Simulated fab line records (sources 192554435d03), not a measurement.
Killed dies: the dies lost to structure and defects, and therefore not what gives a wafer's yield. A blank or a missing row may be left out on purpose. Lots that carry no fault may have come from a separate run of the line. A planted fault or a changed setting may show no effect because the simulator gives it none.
Split-lot study + flow n5-finfet + 7 lots, 21 wafers read, on a route of 1938 steps

ABOUT THE SPLIT
At N5_BEOL_M2_TRENCH_ETCH_37 (etches SiOC in C4F6/O2, target depth 55.555 nm, time 29.2 s), the setting bias-w was moved away from the recipe's 185 W on 7 of the 21 wafers read, by -11.5% to +17.2%. All remaining wafers had this setting at the recipe value.

The reading is taken at the split's own step.

THE READING
rf-vpp-V, in V, at N5_BEOL_M2_TRENCH_ETCH_37 (etches SiOC in C4F6/O2, target depth 55.555 nm, time 29.2 s). Fault-free wafers of this fab line usually give 666 V, standard deviation 13 V.

| wafer  | tool, chamber at the split | bias-w as run, W | against the recipe | rf-vpp-V, V | against lot-mates on the recipe |
|--------|----------------------------|------------------|--------------------|-------------|---------------------------------|
| L080.1 | rie-diel-01, 1             | 185              | recipe             | 664         | -                               |
| L080.3 | rie-diel-01, 0             | 185              | recipe             | 648         | -                               |
| L080.6 | rie-diel-01, 1             | 185              | recipe             | 659         | -                               |
| L082.2 | rie-diel-06, 1             | 185              | recipe             | 653         | -                               |
| L082.4 | rie-diel-06, 0             | 204.8            | +10.7%             | 718         | +65                             |
| L082.6 | rie-diel-06, 2             | 204.8            | +10.7%             | 734         | +81                             |
| L083.2 | rie-diel-06, 3             | 193.4            | +4.5%              | 709         | +36                             |
| L083.3 | rie-diel-06, 0             | 185              | recipe             | 661         | -                               |
| L083.5 | rie-diel-06, 3             | 185              | recipe             | 684         | -                               |
| L084.3 | rie-diel-05, 2             | 185              | recipe             | 674         | -                               |
| L084.4 | rie-diel-05, 1             | 185              | recipe             | 682         | -                               |
| L084.5 | rie-diel-05, 0             | 173.6            | -6.2%              | 621         | -57                             |
| L088.1 | rie-diel-06, 0             | 185              | recipe             | 660         | -                               |
| L088.3 | rie-diel-06, 1             | 216.8            | +17.2%             | 740         | +82                             |
| L088.5 | rie-diel-06, 1             | 185              | recipe             | 655         | -                               |
| L097.1 | rie-diel-01, 1             | 163.8            | -11.5%             | 599         | -47                             |
| L097.4 | rie-diel-01, 2             | 163.8            | -11.5%             | 623         | -23                             |
| L097.6 | rie-diel-01, 0             | 185              | recipe             | 646         | -                               |
| L096.1 | rie-diel-06, 0             | 185              | recipe             | 662         | -                               |
| L096.2 | rie-diel-06, 3             | 185              | recipe             | 682         | -                               |
| L096.5 | rie-diel-06, 0             | 185              | recipe             | 660         | -                               |

FIT RESULTS
A straight line over all 21 wafers: rf-vpp-V changes by +5.09 V for each +1% of bias-w; r = +0.93; the points scatter about the line by 13 V.
The same after taking each lot's own level away (the mean of its wafers on the recipe; 21 wafers): +5.03 V for each +1%; r = +0.92; scatter 14 V.
According to that fit, moving bias-w by its largest amount changes the reading by 86 V.
Measured against the standard deviation above, the lots' own levels, which go from 646.0 to 678.0 V, span 2.5 times it.
Consequently the slope shifts little with the lot-to-lot level, the two slopes agreeing.
Check: for one of the wafers moved furthest among these (+17.2%), held out of the fit, the line's prediction against its lot-mates is +94 V. It came out at +82.5 V against them.
Tool readings at the split's step, against how far the setting was moved: rf-vpp-V r = +0.93.

ADDITIONAL SPLITS CARRIED BY THESE WAFERS
Before the reading, these wafers also passed through other splits. Each is held against what the fit with the lots' levels taken away leaves over:
| other split on the same wafers  | wafers away from the commonest value | r with rf-vpp-V (lot level and that fit taken away) |
|---------------------------------|--------------------------------------|-----------------------------------------------------|
| N5_BEOL_M2_DESCUM_33 time-s     | 10                                   | +0.01                                               |
| N5_BEOL_M2_VIA_ETCH_34 source-w | 9                                    | -0.04                                               |

THE WHOLE CHAIN: every reading that the file lists as answering this split, in the file's order
| step                      | what it does                                                | reading                                                                   | change (the file's fit)               | r (the file's) |
|---------------------------|-------------------------------------------------------------|---------------------------------------------------------------------------|---------------------------------------|----------------|
| N5_BEOL_M2_TRENCH_ETCH_37 | etches SiOC in C4F6/O2, target depth 55.555 nm, time 29.2 s | rf-vpp-V                                                                  | +5.21 V for each +1% of the setting   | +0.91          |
| N5_BEOL_M2_TRENCH_ETCH_37 | etches SiOC in C4F6/O2, target depth 55.555 nm, time 29.2 s | BEOL_M2.feature-depth-nm (the simulator's own value, which no gauge read) | +0.175 nm for each +1% of the setting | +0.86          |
| N5_BEOL_M2_TRENCH_ETCH_37 | etches SiOC in C4F6/O2, target depth 55.555 nm, time 29.2 s | etch.depth-nm (the simulator's own value, which no gauge read)            | +0.181 nm for each +1% of the setting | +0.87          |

THE FILE'S OWN FIT
rf-vpp-V changes by +5.21 V for each +1% of bias-w, r = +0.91.
